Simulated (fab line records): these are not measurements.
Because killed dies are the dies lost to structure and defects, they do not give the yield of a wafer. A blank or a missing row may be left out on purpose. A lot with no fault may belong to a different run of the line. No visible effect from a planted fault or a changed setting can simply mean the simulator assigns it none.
fab line records -- flow n5Finfet -- part 1 of 2: steps 1 to 24 of 34
record: lots: 5, wafers: 15, lastDay: 16
route steps=1938 shown BEOL_M11@1593 BEOL_M12@1602
lots untouched by any fault: they come from a run of this same line in which no faults occurred
startH: hours from the record's first day to the start of the lot's first wafer shown -- waitH: how many hours have passed since the lot's step before this one -- " unchanged from the row above -- L1.1+2: several wafers, shown together as one row -- - value missing, or start not given -- * or withheld: withheld -- < > ~ a bound
route shown NAME@n: names a module that has steps shown in the file, with the first one's number in the route -- usual: mean/standard deviation of fault-free wafers -- same: alike in all rows -- chamber/n: place in a boat -- sites: each site's reading -- _std_site: the values' standard deviation -- _edge_site: mean of outer sites minus mean of inner sites -- radiusMm: how far each site lies from the wafer's centre -- mask NAME#n: copy n -- behind: tool/chamber where the wafer was last shaped -- hold: cause of the lot's hold/its duration in hours/its outcome -- device: the n, p or np transistor that did not switch -- end of line: the same wafers' tests at the end of the route -- for a step that has no rows: nothing shown but its recipe -- killed: at the first sort, the dies lost to defects and structure; wafer yield is something else -- map: the dies of a wafer, with x for killed, . for not killed, _ for no die there
set.NAME: the setting that was run; set.NAME@STEP: the one run at that earlier step -- model.NAME: the simulator's own value behind a step, which no gauge read
lots at some steps of the route; a table a step, a row a wafer
services: a tool's chamber out of use, with start hour (startH, from the record's first day; less than 0 if before it), hours out, and reason
== steps ==
step: N5_BEOL_M11_SPUTTER_48
recipe: material: Cu, targetThkA: 120, tempC: -20, biasV: 60, powerW: 26000, chamberPressurePa: 0.13, timeS: 2
usual: throttleValvePct: 29.9/0.86
lot.wafer,tool,chamber,startH,waitH,throttleValvePct
L081.1,pvdSputter-01,-,275.98,1.3,28.9
L081.3,pvdSputter-01,-,275.98,1.3,31.1
L081.4,pvdSputter-01,-,275.98,1.3,30.2
L083.1,pvdSputter-01,-,294.57,0.2,30.3
L083.2,pvdSputter-01,-,294.57,0.2,31.5
L083.3,pvdSputter-01,-,294.57,0.2,29.2
L093.3,pvdSputter-01,-,345.83,0.1,31.2
L093.4,pvdSputter-01,-,345.83,0.1,30.0
L093.5,pvdSputter-01,-,345.83,0.1,30.1
L092.2,pvdSputter-01,-,349.29,0.2,29.1
L092.3,pvdSputter-01,-,349.29,0.2,30.8
L092.5,pvdSputter-01,-,349.29,0.2,29.0
L094.1,pvdSputter-02,-,350.57,0.2,28.5
L094.4,pvdSputter-02,-,350.57,0.2,29.8
L094.5,pvdSputter-02,-,350.57,0.2,29.0
step: N5_BEOL_M11_ECD_50
recipe: material: Cu, targetThkA: 3180
lot.wafer,tool,chamber,startH,waitH
L081.1+3+4,ecdCu-01,"0,0,1",276.10,0.1
L083.1+2+3,ecdCu-02,"1,0,1",294.69,0.1
L093.3+4+5,ecdCu-01,"1,0,1",345.97,0.1
L092.2+3+5,ecdCu-01,"1,0,0",349.40,0.1
L094.1+4+5,ecdCu-02,"0,0,1",350.69,0.1
step: N5_BEOL_M11_ANNEAL_51
recipe: tempC: 225, timeS: 90, ambient: N2
usual: wafer_temp_C_max: 226.25/0.3
lot.wafer,tool,chamber,startH,waitH,wafer_temp_C_max
L081.1,rtpAnneal-01,0,276.21,0.1,226.36
L081.3,rtpAnneal-01,0,276.21,0.1,226.72
L081.4,rtpAnneal-01,0,276.21,0.1,226.33
L083.1,rtpAnneal-02,0,295.09,0.4,226.23
L083.2,rtpAnneal-02,0,295.09,0.4,226.52
L083.3,rtpAnneal-02,0,295.09,0.4,226.40
L093.3,rtpAnneal-01,0,346.50,0.5,226.79
L093.4,rtpAnneal-01,0,346.50,0.5,226.23
L093.5,rtpAnneal-01,0,346.50,0.5,226.36
L092.2,rtpAnneal-01,0,349.60,0.2,226.14
L092.3,rtpAnneal-01,0,349.60,0.2,226.08
L092.5,rtpAnneal-01,0,349.60,0.2,226.56
L094.1,rtpAnneal-01,0,351.48,0.8,225.87
L094.4,rtpAnneal-01,0,351.48,0.8,226.74
L094.5,rtpAnneal-01,0,351.48,0.8,226.53
step: N5_BEOL_M11_CMP_52
recipe: stopOn: SiCOH_lowk, tOverpolishS: 7, downForcePsi: 1, platenRpm: 50, clearingPlatenDownForcePsi: 1.5, clearingPlatenRpm: 50, postCmpClean: cuAlkaline, targetThkNm: 140, clearingPlatenPadVelocityMS: 0.99484, padVelocityMS: 0.99484
usual: barrierFieldEndpointS: 29.5/0.97, motorCurrentA: 5.9/0.61, overpolishRunS: 7.001/0.009, timeToEndpointS: 68/4.4
lot.wafer,tool,chamber,startH,waitH,barrierFieldEndpointS,motorCurrentA,overpolishRunS,timeToEndpointS
L081.1,cmp-04,0,276.55,0.3,32.1,5.2,6.999,79
L081.3,cmp-04,1,276.55,0.3,30.2,6.4,7.004,68
L081.4,cmp-04,2,276.55,0.3,30.1,5.9,6.982,67
L083.2,cmp-02,3,295.38,0.2,28.7,4.9,7.001,65
L083.1,cmp-02,0,295.38,0.2,29.0,7.0,7.003,70
L083.3,cmp-02,1,295.38,0.2,28.6,6.6,7.000,65
L093.3,cmp-02,3,346.70,0.2,28.5,4.8,7.007,65
L093.4,cmp-02,0,346.70,0.2,29.0,7.4,7.012,68
L093.5,cmp-02,0,346.70,0.2,29.6,6.7,7.020,69
L092.2,cmp-03,2,350.08,0.4,29.1,5.5,6.999,70
L092.3,cmp-03,1,350.08,0.4,28.7,5.7,7.012,64
L092.5,cmp-03,3,350.08,0.4,29.0,5.8,7.010,67
L094.4,cmp-04,1,352.05,0.2,29.6,6.7,6.994,67
L094.1,cmp-04,0,352.05,0.2,31.9,5.3,6.981,82
L094.5,cmp-04,1,352.05,0.2,29.3,6.8,6.984,66
step: N5_BEOL_M11_THK_MEAS_53
recipe: thkMeasGauge: xrf, reads: Cu_of_BEOL_M11_ECD_50
usual: M11_THK: 140/3.7
lot.wafer,tool,chamber,startH,waitH,M11_THK[nm]
L081.1,filmMetro-01,-,276.80,-,139
L081.3,filmMetro-01,-,276.80,-,143
L081.4,filmMetro-01,-,276.80,-,138
L083.1,filmMetro-02,-,295.68,-,142
L083.2,filmMetro-02,-,295.68,-,138
L083.3,filmMetro-02,-,295.68,-,140
L093.3,filmMetro-02,-,347.00,-,137
L093.4,filmMetro-02,-,347.00,-,136
L093.5,filmMetro-02,-,347.00,-,143
L092.2,filmMetro-02,-,350.38,-,142
L092.3,filmMetro-02,-,350.38,-,140
L092.5,filmMetro-02,-,350.38,-,142
L094.1,filmMetro-02,-,352.34,-,145
L094.4,filmMetro-02,-,352.34,-,137
L094.5,filmMetro-02,-,352.34,-,138
step: N5_BEOL_M11_PRE_CLEAN_55
recipe: gas: NH3, timeS: 15, tempC: withheld, rfPowerW: 300
usual: rfFwdPowerW: 294.2/1.6
lot.wafer,tool,chamber,startH,waitH,rfFwdPowerW
L081.1,pecvd-04,0,276.85,0.0,292.4
L081.3,pecvd-04,1,276.85,0.0,295.0
L081.4,pecvd-04,0,276.85,0.0,291.9
L083.1,pecvd-01,2,295.72,0.0,297.4
L083.2,pecvd-01,1,295.72,0.0,295.8
L083.3,pecvd-01,0,295.72,0.0,293.9
L093.3,pecvd-01,0,347.04,0.0,292.5
L093.4,pecvd-01,0,347.04,0.0,292.7
L093.5,pecvd-01,2,347.04,0.0,296.6
L092.2,pecvd-01,0,350.41,0.0,293.0
L092.3,pecvd-01,1,350.41,0.0,295.4
L092.5,pecvd-01,0,350.41,0.0,292.8
L094.1,pecvd-04,0,352.38,0.0,292.3
L094.4,pecvd-04,0,352.38,0.0,293.2
L094.5,pecvd-04,1,352.38,0.0,295.7
step: N5_BEOL_M11_DEP_56
recipe: material: SiCN, targetThkA: 300, tempC: withheld, precursor: 3MS/NH3, pressureTorr: 3, rfW: 675, timeS: 10.5
usual: rfFwdPowerW: 664/3.5, showerheadPlenumPTorr: 4.158/0.019, throttleValvePct: 17.9/1.4
lot.wafer,tool,chamber,startH,waitH,rfFwdPowerW,showerheadPlenumPTorr,throttleValvePct
L081.1,pecvd-04,0,276.87,0.0,661,4.156,18.8
L081.3,pecvd-04,1,276.87,0.0,664,4.159,20.6
L081.4,pecvd-04,0,276.87,0.0,661,4.151,19.1
L083.1,pecvd-01,2,295.74,0.0,665,4.201,16.0
L083.2,pecvd-01,1,295.74,0.0,670,4.134,17.4
L083.3,pecvd-01,0,295.74,0.0,660,4.164,17.9
L093.3,pecvd-01,0,347.06,0.0,659,4.177,17.5
L093.4,pecvd-01,0,347.06,0.0,662,4.168,17.6
L093.5,pecvd-01,2,347.06,0.0,664,4.186,16.1
L092.2,pecvd-01,0,350.44,0.0,666,4.178,17.6
L092.3,pecvd-01,1,350.44,0.0,666,4.130,16.8
L092.5,pecvd-01,0,350.44,0.0,665,4.169,17.9
L094.1,pecvd-04,0,352.40,0.0,665,4.159,19.3
L094.4,pecvd-04,0,352.40,0.0,663,4.161,19.1
L094.5,pecvd-04,1,352.40,0.0,664,4.166,20.7
step: N5_BEOL_M11_RS_MEAS_57
recipe: thkMeasGauge: four-point-probe, reads: Cu_of_BEOL_M11_ECD_50+Co_of_BEOL_M11_CVD_75+TaN_of_BEOL_M11_ALD_74
usual: M11_RS: 0.151/0.0041
lot.wafer,tool,chamber,startH,waitH,M11_RS[ohm/sq]
L081.1,filmMetro-01,-,276.94,0.0,0.152
L081.3,filmMetro-01,-,276.94,0.0,0.148
L081.4,filmMetro-01,-,276.94,0.0,0.154
L083.1,filmMetro-01,-,295.80,0.0,0.149
L083.2,filmMetro-01,-,295.80,0.0,0.153
L083.3,filmMetro-01,-,295.80,0.0,0.151
L093.3,filmMetro-02,-,347.12,0.0,0.155
L093.4,filmMetro-02,-,347.12,0.0,0.156
L093.5,filmMetro-02,-,347.12,0.0,0.147
L092.2,filmMetro-01,-,350.50,0.0,0.148
L092.3,filmMetro-01,-,350.50,0.0,0.151
L092.5,filmMetro-01,-,350.50,0.0,0.148
L094.1,filmMetro-02,-,352.47,0.0,0.145
L094.4,filmMetro-02,-,352.47,0.0,0.154
L094.5,filmMetro-02,-,352.47,0.0,0.155
step: N5_BEOL_M11_INSPECT_58
recipe: inspectInstrument: darkfield, mode: postDep
usual: rawDefectCount: 75/22
lot.wafer,tool,chamber,startH,waitH,rawDefectCount
L081.1,defectInspect-01,-,276.96,0.0,69
L081.3,defectInspect-01,-,276.96,0.0,73
L081.4,defectInspect-01,-,276.96,0.0,71
L083.1,defectInspect-01,-,295.83,0.0,73
L083.2,defectInspect-01,-,295.83,0.0,121
L083.3,defectInspect-01,-,295.83,0.0,106
L093.3,defectInspect-02,-,347.15,0.0,86
L093.4,defectInspect-02,-,347.15,0.0,141
L093.5,defectInspect-02,-,347.15,0.0,83
L092.2,defectInspect-01,-,350.53,0.0,125
L092.3,defectInspect-01,-,350.53,0.0,111
L092.5,defectInspect-01,-,350.53,0.0,85
L094.1,defectInspect-02,-,352.49,0.0,63
L094.4,defectInspect-02,-,352.49,0.0,92
L094.5,defectInspect-02,-,352.49,0.0,78
step: N5_BEOL_M12_ILD_DEP_00
recipe: material: SiOC, targetThkA: 6589.2, tempC: 350, precursor: DEMS/O2, pressureTorr: 5, rfW: 500, timeS: 130.7
usual: heaterPowerW: 455/78, rfFwdPowerW: 497.6/1.6, showerheadPlenumPTorr: 5.695/0.015, throttleValvePct: 11.9/0.93
lot.wafer,tool,chamber,startH,waitH,heaterPowerW,rfFwdPowerW,showerheadPlenumPTorr,throttleValvePct
L081.1,pecvd-04,1,277.00,0.0,564,500.6,5.703,13.8
L081.3,pecvd-04,2,277.00,0.0,460,499.7,5.684,11.1
L081.4,pecvd-04,2,277.00,0.0,345,500.8,5.665,11.3
L083.1,pecvd-04,0,295.87,0.0,474,496.1,5.706,12.7
L083.2,pecvd-04,1,295.87,0.0,573,497.8,5.698,13.7
L083.3,pecvd-04,2,295.87,0.0,392,495.0,5.679,11.0
L093.3,pecvd-03,2,347.19,0.0,381,497.1,5.664,10.7
L093.4,pecvd-03,0,347.19,0.0,456,500.5,5.703,11.9
L093.5,pecvd-03,2,347.19,0.0,396,497.8,5.685,10.9
L092.2,pecvd-04,0,350.56,0.0,423,498.5,5.693,12.9
L092.3,pecvd-04,2,350.56,0.0,439,498.1,5.684,11.2
L092.5,pecvd-04,0,350.56,0.0,448,497.8,5.690,12.7
L094.1,pecvd-03,2,352.53,0.0,394,499.8,5.668,11.0
L094.4,pecvd-03,2,352.53,0.0,312,500.5,5.677,11.0
L094.5,pecvd-03,0,352.53,0.0,580,500.5,5.702,11.7
step: N5_BEOL_M12_THK_MEAS_01
recipe: reads: SiOC_of_BEOL_M12_ILD_DEP_00
usual: M12_ILD_THK: 659/11
lot.wafer,tool,chamber,startH,waitH,M12_ILD_THK[nm]
L081.1,filmMetro-01,-,277.13,0.1,668
L081.3,filmMetro-01,-,277.13,0.1,641
L081.4,filmMetro-01,-,277.13,0.1,657
L083.1,filmMetro-01,-,296.00,0.1,658
L083.2,filmMetro-01,-,296.00,0.1,665
L083.3,filmMetro-01,-,296.00,0.1,642
L093.3,filmMetro-01,-,347.32,0.1,635
L093.4,filmMetro-01,-,347.32,0.1,666
L093.5,filmMetro-01,-,347.32,0.1,643
L092.2,filmMetro-01,-,350.70,0.1,654
L092.3,filmMetro-01,-,350.70,0.1,647
L092.5,filmMetro-01,-,350.70,0.1,664
L094.1,filmMetro-02,-,352.66,0.1,635
L094.4,filmMetro-02,-,352.66,0.1,646
L094.5,filmMetro-02,-,352.66,0.1,668
step: N5_BEOL_M12_COAT_58
recipe: resist: BARC, tempC: 205, timeS: 60, spinRpm: 1500, resistThkNm: 89
lot.wafer,tool,chamber,startH,waitH
L081.1+3+4,lithoTrack-01,0,277.16,0.0
L083.1+2+3,lithoTrack-05,0,296.03,0.0
L093.3+4+5,lithoTrack-05,0,347.35,0.0
L092.2+3+5,lithoTrack-04,0,350.73,0.0
L094.1+4+5,lithoTrack-05,0,352.69,0.0
step: N5_BEOL_M12_COAT_04
recipe: spinRpm: 1625, resistThkNm: 400
lot.wafer,tool,chamber,startH,waitH
L081.1+3+4,lithoTrack-01,0,-,-
L083.1+2+3,lithoTrack-05,0,-,-
L093.3+4+5,lithoTrack-05,0,-,-
L092.2+3+5,lithoTrack-04,0,-,-
L094.1+4+5,lithoTrack-05,0,-,-
step: N5_BEOL_M12_EBR_06
recipe: solvent: PGMEA, ebrWidthMm: 1.5
lot.wafer,tool,chamber,startH,waitH
L081.1+3+4,lithoTrack-01,0,-,-
L083.1+2+3,lithoTrack-05,0,-,-
L093.3+4+5,lithoTrack-05,0,-,-
L092.2+3+5,lithoTrack-04,0,-,-
L094.1+4+5,lithoTrack-05,0,-,-
step: N5_BEOL_M12_SOFTBAKE_05
recipe: tempC: 130, timeS: 60
lot.wafer,tool,chamber,startH,waitH
L081.1+3+4,lithoTrack-01,0,-,-
L083.1+2+3,lithoTrack-05,0,-,-
L093.3+4+5,lithoTrack-05,0,-,-
L092.2+3+5,lithoTrack-04,0,-,-
L094.1+4+5,lithoTrack-05,0,-,-
step: N5_BEOL_M12_EXPOSE_07
recipe: maskId: V11, na: 0.93, sourceShape: conventional, sigmaOuter: 0.6, polarization: unpolarized, attpsmPhaseDeg: 180, doseMj: 32.5
lot.wafer,tool,chamber,startH,waitH,mask
L081.1+3+4,krfScanner-02,0,277.26,-,V11#0
L083.1+2+3,krfScanner-01,0,296.13,-,V11#0
L093.3+4+5,krfScanner-01,0,347.59,-,V11#0
L092.2+3+5,krfScanner-01,0,350.83,-,V11#0
L094.1+4+5,krfScanner-02,0,352.92,-,V11#0
step: N5_BEOL_M12_PEB_08
recipe: pebTempC: 130, pebTimeS: 90
lot.wafer,tool,chamber,startH,waitH
L081.1+3+4,lithoTrack-05,0,277.32,0.1
L083.1+2+3,lithoTrack-05,0,296.19,0.1
L093.3+4+5,lithoTrack-04,0,347.63,0.0
L092.2+3+5,lithoTrack-04,0,350.88,0.0
L094.1+4+5,lithoTrack-04,0,352.97,0.1
step: N5_BEOL_M12_DEVELOP_09
recipe: developTimeS: 45, rinseLiquid: diw, dry: airSpin, devTempC: 21
lot.wafer,tool,chamber,startH,waitH
L081.1+3+4,lithoTrack-05,0,-,-
L083.1+2+3,lithoTrack-05,0,-,-
L093.3+4+5,lithoTrack-04,0,-,-
L092.2+3+5,lithoTrack-04,0,-,-
L094.1+4+5,lithoTrack-04,0,-,-
step: N5_BEOL_M12_HARDBAKE_14
recipe: tempC: 130, timeS: 120
lot.wafer,tool,chamber,startH,waitH
L081.1+3+4,lithoTrack-05,0,-,-
L083.1+2+3,lithoTrack-05,0,-,-
L093.3+4+5,lithoTrack-04,0,-,-
L092.2+3+5,lithoTrack-04,0,-,-
L094.1+4+5,lithoTrack-04,0,-,-
step: N5_BEOL_M12_CD_MEAS_10
recipe: targetCdNm: 140, landingEnergyEv: 500, detector: seInlens, polarity: opening
usual: cdNm: 140.0/2.5
lot.wafer,tool,chamber,startH,waitH,cdNm
L081.1,cdSem-01,0,277.43,-,139.7
L081.3,cdSem-01,0,277.43,-,140.8
L081.4,cdSem-01,0,277.43,-,138.9
L083.1,cdSem-01,0,296.30,-,139.9
L083.2,cdSem-01,0,296.30,-,145.0
L083.3,cdSem-01,0,296.30,-,140.9
L093.3,cdSem-01,0,347.75,-,139.3
L093.4,cdSem-01,0,347.75,-,138.9
L093.5,cdSem-01,0,347.75,-,143.9
L092.2,cdSem-01,0,351.00,-,141.3
L092.3,cdSem-01,0,351.00,-,142.9
L092.5,cdSem-01,0,351.00,-,138.0
L094.1,cdSem-02,0,353.09,-,139.9
L094.4,cdSem-02,0,353.09,-,140.5
L094.5,cdSem-02,0,353.09,-,142.2
step: N5_BEOL_M12_OVL_MEAS_11
recipe: pointsPerWafer: 44
usual: V11_OVL: -2/4.8
lot.wafer,tool,chamber,startH,waitH,V11_OVL[nm]
L081.1,overlay-01,0,277.46,0.0,-2
L081.3,overlay-01,0,277.46,0.0,0
L081.4,overlay-01,0,277.46,0.0,-6
L083.1,overlay-02,0,296.33,0.0,2
L083.2,overlay-02,0,296.33,0.0,-3
L083.3,overlay-02,0,296.33,0.0,2
L093.3,overlay-01,0,347.78,0.0,1
L093.4,overlay-01,0,347.78,0.0,-8
L093.5,overlay-01,0,347.78,0.0,-7
L092.2,overlay-01,0,351.03,0.0,4
L092.3,overlay-01,0,351.03,0.0,-1
L092.5,overlay-01,0,351.03,0.0,2
L094.1,overlay-01,0,353.12,0.0,-8
L094.4,overlay-01,0,353.12,0.0,-8
L094.5,overlay-01,0,353.12,0.0,-3
step: N5_BEOL_M12_INSPECT_12
recipe: mode: adi, inspectInstrument: macro
usual: rawDefectCount: 2.3/1.5
lot.wafer,tool,chamber,startH,waitH,rawDefectCount
L081.1,defectInspect-02,-,277.49,0.0,1
L081.3,defectInspect-02,-,277.49,0.0,3
L081.4,defectInspect-02,-,277.49,0.0,3
L083.1,defectInspect-01,-,296.35,0.0,2
L083.2,defectInspect-01,-,296.35,0.0,3
L083.3,defectInspect-01,-,296.35,0.0,3
L093.3,defectInspect-01,-,347.80,0.0,3
L093.4,defectInspect-01,-,347.80,0.0,1
L093.5,defectInspect-01,-,347.80,0.0,4
L092.2,defectInspect-02,-,351.05,0.0,1
L092.3,defectInspect-02,-,351.05,0.0,2
L092.5,defectInspect-02,-,351.05,0.0,3
L094.1,defectInspect-02,-,353.14,0.0,0
L094.4,defectInspect-02,-,353.14,0.0,3
L094.5,defectInspect-02,-,353.14,0.0,1
step: N5_BEOL_M12_DESCUM_15
recipe: chemistry: O2, timeS: 7.9, sourcePowerW: 50, biasPowerW: 20, pressureMtorr: 20, rfFrequencyHz: 2.712e+07, tempC: 40, o2FlowSccm: 225
usual: biasPowerW: 19.99/0.057, drypumpMotorCurrentA: 5.6/0.53, oesProductAu: 0.83/0.076, rfFwdPowerW: 49.39/0.19, rfVppV: 243.1/1.2, showerheadPlenumPTorr: 2.10/0.071, tempC: 40.00/0.11, throttleValvePct: 20.36/0.14
lot.wafer,tool,chamber,startH,waitH,biasPowerW,drypumpMotorCurrentA,oesProductAu,rfFwdPowerW,rfHoursCounterH,rfVppV,showerheadPlenumPTorr,tempC,throttleValvePct
L081.1,rieDiel-05,0,277.52,0.0,20.08,5.5,0.76,49.27,142,240.5,2.01,40.02,20.32
L081.3,rieDiel-05,2,277.52,0.0,20.02,6.5,0.84,49.35,65,245.2,2.20,40.04,20.29
L081.4,rieDiel-05,3,277.52,0.0,20.01,5.7,0.85,49.21,45,242.9,2.05,39.99,20.65
L083.1,rieDiel-06,3,296.39,0.0,19.86,5.7,0.89,49.54,40,242.7,2.07,40.00,20.20
L083.2,rieDiel-06,1,296.39,0.0,20.03,5.5,0.89,49.54,27,243.0,2.16,39.99,20.47
L083.3,rieDiel-06,2,296.39,0.0,19.98,6.4,0.86,49.45,73,244.7,2.23,40.11,20.46
L093.3,rieDiel-05,2,347.83,0.0,19.96,6.5,0.80,49.12,92,245.4,2.19,40.09,20.34
L093.4,rieDiel-05,1,347.83,0.0,19.99,5.4,0.89,49.89,-,243.7,2.08,39.98,20.39
L093.5,rieDiel-05,3,347.83,0.0,20.00,5.7,0.83,49.11,-,243.9,2.04,39.84,20.68
L092.2,rieDiel-02,3,351.09,0.0,20.03,6.4,0.96,49.52,10,242.9,2.05,39.88,20.24
L092.3,rieDiel-02,1,351.09,0.0,19.99,5.3,0.70,49.35,236,242.2,2.07,39.92,20.43
L092.5,rieDiel-02,1,351.09,0.0,19.98,5.3,0.69,49.59,-,242.7,2.07,40.00,20.43
L094.1,rieDiel-02,2,353.18,0.0,19.95,4.7,0.73,49.26,187,244.0,2.17,40.15,20.21
L094.4,rieDiel-02,1,353.18,0.0,20.05,5.3,0.70,49.88,237,243.6,2.07,39.95,20.44
L094.5,rieDiel-02,3,353.18,0.0,19.99,6.5,0.97,49.45,-,244.1,2.05,40.07,20.26
step: N5_BEOL_M12_ETCH_59
recipe: chemistry: N2/H2, target: BARC, targetDepthA: 890, overetchA: 267, timeS: 67.9, ionEnergyEv: 200, pressureMtorr: 30, sourceW: 840, biasW: 150, n2FlowSccm: 200, h2FlowSccm: 200
usual: drypumpMotorCurrentA: 5.6/0.53, h2FlowSccm: 200.0/0.59, oesProductAu: 0.70/0.057, rfFwdPowerW: 833.2/2.9, rfVppV: 523.7/2.5, showerheadPlenumPTorr: 2.54/0.079, throttleValvePct: 17.74/0.26
lot.wafer,tool,chamber,startH,waitH,drypumpMotorCurrentA,h2FlowSccm,oesProductAu,rfFwdPowerW,rfHoursCounterH,rfVppV,showerheadPlenumPTorr,throttleValvePct
L081.1,rieDiel-05,0,277.56,0.0,5.5,199.9,0.66,830.7,142,519.8,2.46,17.97
L081.3,rieDiel-05,2,277.56,0.0,6.4,200.3,0.72,831.7,65,526.7,2.68,17.80
L081.4,rieDiel-05,3,277.56,0.0,5.7,199.9,0.75,832.5,45,522.6,2.49,18.08
L083.1,rieDiel-06,3,296.42,0.0,5.7,199.1,0.75,834.6,40,522.1,2.45,17.27
L083.2,rieDiel-06,1,296.42,0.0,5.6,199.0,0.75,832.4,27,524.9,2.56,17.51
L083.3,rieDiel-06,2,296.42,0.0,6.4,200.5,0.71,835.4,73,529.2,2.68,17.59
L093.3,rieDiel-05,2,347.87,0.0,6.5,200.0,0.69,834.6,92,527.0,2.67,17.85
L093.4,rieDiel-05,1,347.87,0.0,5.4,200.4,0.75,835.7,-,522.3,2.47,17.61
L093.5,rieDiel-05,3,347.87,0.0,5.7,200.1,0.72,829.9,-,520.5,2.47,18.14
L092.2,rieDiel-02,3,351.12,0.0,6.5,200.0,0.80,834.3,10,522.9,2.50,17.64
L092.3,rieDiel-02,1,351.12,0.0,5.3,200.4,0.60,833.9,236,522.7,2.51,17.86
L092.5,rieDiel-02,1,351.12,0.0,5.3,199.8,0.61,835.5,-,522.9,2.51,17.85
L094.1,rieDiel-02,2,353.21,0.0,4.7,199.8,0.63,832.8,187,524.6,2.61,17.45
L094.4,rieDiel-02,1,353.21,0.0,5.3,200.3,0.60,834.7,237,522.8,2.50,17.86
L094.5,rieDiel-02,3,353.21,0.0,6.5,199.1,0.80,828.6,-,522.3,2.50,17.64
